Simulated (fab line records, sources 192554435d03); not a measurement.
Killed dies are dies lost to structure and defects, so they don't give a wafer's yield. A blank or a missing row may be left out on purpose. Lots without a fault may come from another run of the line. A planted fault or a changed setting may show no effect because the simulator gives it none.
Chamber matching | flow n5_finfet | N5_BEOL_M4_DESCUM_16 on rie_diel-02: 4 sister chambers
The step chemistry O2, time 7 s. 16 wafers are shown with their chamber, then 8 later ones without.

WAFERS WITH THEIR CHAMBER
wafer  | chamber | throttle_valve_pct (%) | drypump_motor_current_A (A) | showerhead_plenum_p_Torr (Torr)
L077.1 | 2       | 20.51                  | 6.5                         | 2.11
L077.3 | 1       | 20.65                  | 5.5                         | 2.16
L077.5 | 0       | 19.97                  | 5.3                         | 2.05
L083.1 | 3       | 20.91                  | 5.1                         | 2.06
L083.2 | 0       | 19.98                  | 5.3                         | 2.05
L083.4 | 2       | 20.51                  | 6.4                         | 2.10
L085.2 | 0       | 20.00                  | 5.3                         | 2.05
L085.4 | 3       | 20.90                  | 5.1                         | 2.06
L085.6 | 0       | 20.01                  | 5.2                         | 2.05
L086.1 | 3       | 20.92                  | 5.1                         | 2.06
L086.2 | 1       | 20.67                  | 5.5                         | 2.15
L086.4 | 0       | 20.00                  | 5.2                         | 2.05
L087.2 | 0       | 20.01                  | 5.3                         | 2.05
L087.5 | 0       | 20.01                  | 5.3                         | 2.05
L087.6 | 3       | 20.91                  | 5.1                         | 2.06
L089.2 | 0       | 20.01                  | 5.2                         | 2.04

SIGNATURES (means of the wafers above)
reading                  | chamber 0 | chamber 1 | chamber 2 | chamber 3 | scatter within a chamber
throttle_valve_pct       | 19.9988   | 20.6600   | 20.5100   | 20.9100   | 0.0132
drypump_motor_current_A  | 5.263     | 5.500     | 6.450     | 5.100     | 0.0445
showerhead_plenum_p_Torr | 2.0488    | 2.1550    | 2.1050    | 2.0600    | 0.00395
Rule: a wafer's distance from a chamber is the root of the sum, over the readings, of the square of ((its reading less the chamber's mean) divided by the reading's scatter). The wafer belongs to the nearest chamber; if the next one is less than 2 further off, it can't be placed. The scatter: the root of (the sum of the squares of (reading less its chamber's mean) over the shown wafers, divided by (wafers less chambers)).

WAFERS WITHOUT THEIR CHAMBER
wafer  | throttle_valve_pct (%) | drypump_motor_current_A (A) | showerhead_plenum_p_Torr (Torr)
L089.3 | 20.54                  | 6.5                         | 2.10
L089.6 | 20.53                  | 6.5                         | 2.10
L093.1 | 20.56                  | 6.5                         | 2.09
L093.4 | 20.55                  | 6.5                         | 2.09
L093.5 | 20.70                  | 5.5                         | 2.15
L097.1 | 20.59                  | 5.1                         | 2.05
L097.4 | 20.57                  | 6.5                         | 2.09
L097.5 | 20.59                  | 5.1                         | 2.05

WHICH CHAMBER EACH WENT THROUGH
wafer  | from the rows above | in truth
L089.3 | 2                   | 2
L089.6 | 2                   | 2
L093.1 | 2                   | 2
L093.4 | 2                   | 2
L093.5 | 1                   | 1
L097.1 | 3                   | 3
L097.4 | 2                   | 2
L097.5 | 3                   | 3
Placed correctly: 8 of 8. Can't be placed from these rows: 0. Placed wrongly: 0.
